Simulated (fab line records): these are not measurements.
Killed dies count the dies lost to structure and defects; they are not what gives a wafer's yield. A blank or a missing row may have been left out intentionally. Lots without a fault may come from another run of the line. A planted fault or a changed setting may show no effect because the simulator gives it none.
A lot that was struck, set against a sound lot + flow nand_harc + 19 steps out of a route of 1302
Sound: the wafers L561.1, L561.3, L561.5. Wafers L569.2, L569.4, L569.6 were the ones struck. The cause is named last.
At each step with rows: each side's tool, then ch and its chambers, then its first start. Under that, the readings that differ: sound wafers + struck wafers + difference of the means + sigmas: that difference in standard deviations of wafers without a fault.
alike: same words and numbers on both sides, and readings whose means sit less than 2 such deviations apart. not compared: any withheld reading, any reading some wafer has no value for, any bound like >300 that may hide the same value, and any number with overlapping values for which the record gives no deviation.
Wherever a step has rows on one side only, a row that says differs or no value, or a row with sigmas, the two part there. When numbers do not overlap yet have no deviation, they are printed without sigmas and do not part them. Lack of a reading on every wafer of one side parts them only where that side has two or more wafers.

first, 1 step without rows for these wafers: NHARC_P_GATE_DEVELOP_90 (time 70 s).
NHARC_P_GATE_CD_MEAS_91: the cd target is 2000 nm.
  sound on cd_sem-01 ch 0, day 9 23:29; struck on cd_sem-03 ch 0, day 13 13:34
  alike: cd_nm
then, 1 step without rows for these wafers: NHARC_P_GATE_HARDBAKE_92 (time 80 s).
NHARC_P_GATE_DESCUM_93: chemistry O2, time 3 s.
  sound on rie_diel-06 ch 0,1,3, day 9 23:39; struck on rie_diel-10 ch 0,2,3, day 13 13:44
  alike: chamber_pressure_mTorr, drypump_motor_current_A, o2_flow_sccm, oes_product_au, rf_vpp_V, showerhead_plenum_p_Torr, throttle_valve_pct
  not compared: rf_hours_counter_h
after that, 1 step had no rows for these wafers: NHARC_P_GATE_IMPLANT_94.
NHARC_P_GATE_STRIP_113: strips in N2/H2, time 740 s.
  sound on plasma_asher-02 ch 0,1, day 10 00:09; struck on plasma_asher-02 ch 0, day 13 14:06
  alike: drypump_motor_current_A, heater_power_w, temp_c
  not compared: rf_hours_counter_h
then, 2 steps without rows for these wafers: NHARC_P_GATE_STRIP_95 (strips in O2); NHARC_P_GATE_STRIP_96 (strips in SPM, time 900 s).
NHARC_P_GATE_RTA_64: time 1 s.
  sound on rtp_anneal-02 ch 0, day 10 01:18; struck on rtp_anneal-02 ch 0, day 13 15:25
  alike: anneal_temp_c_max, lamp_power_pct, lamp_zone_7_pct, wafer_temp_C_max
then, 1 step without rows for these wafers: NHARC_P_GATE_ETCH_77 (etches SiO2 in dHF, target depth 6 nm).
NHARC_P_GATE_DEGAS_109: time 60 s.
  sound: pvd_sputter-01 at day 10 01:36; struck: pvd_sputter-02 at day 13 15:41
  alike: heater_power_w
then, 1 step without rows for these wafers: NHARC_P_GATE_PRE_CLEAN_110 (time 30 s).
NHARC_P_GATE_SPUTTER_78: material Ni, target thk 10 nm.
  sound: pvd_sputter-01 at day 10 01:42; struck: pvd_sputter-02 at day 13 15:47
then, 3 steps without rows for these wafers: NHARC_P_GATE_SPUTTER_79 (material TiN, target thk 10 nm); NHARC_P_GATE_RTA_80 (time 30 s); NHARC_P_GATE_STRIP_67 (strips in SPM, time 600 s).
NHARC_P_GATE_RTA_82: time 30 s.
  sound on rtp_anneal-01 ch 0, day 10 02:32; struck on rtp_anneal-02 ch 0, day 13 16:28
| reading             | sound          | struck         | difference | sigmas |
|---------------------|----------------|----------------|------------|--------|
| lamp_power_pct (%)  | 3.90 3.90 3.90 | 3.61 3.61 3.61 | -0.29      | -2     |
| lamp_zone_7_pct (%) | 4.11 4.11 4.11 | 3.80 3.80 3.80 | -0.31      | -2     |
  alike: anneal_temp_c_max, wafer_temp_C_max
NHARC_P_GATE_INSPECT_68:
  sound: defect_inspect-01 at day 10 02:43; struck: defect_inspect-02 at day 13 16:38
  alike: raw_defect_count
-- break in the record here, with 19 days between the starts of the struck wafers on either side (left off in module P_GATE, picked up again in module END, where the first step shown is number 1302 on the route) --
NHARC_END_SORT_01:
  sound on prober-02 ch 0, day 28 13:38; struck on prober-01 ch 0, day 32 05:24
| reading             | sound    | struck      | difference | sigmas      |
|---------------------|----------|-------------|------------|-------------|
| killed_at_periphery | 3 2 2    | 543 543 548 | +542       | +99 or more |
| killed_dies         | 65 57 65 | 653 647 633 | +582       | +25         |
  alike: killed_at_array, killed_at_other, killed_open, killed_short

== WHERE THEY PART ==
Earliest at NHARC_P_GATE_RTA_82; latest, in this record, at NHARC_END_SORT_01.

WHY: whatever the simulator had introduced
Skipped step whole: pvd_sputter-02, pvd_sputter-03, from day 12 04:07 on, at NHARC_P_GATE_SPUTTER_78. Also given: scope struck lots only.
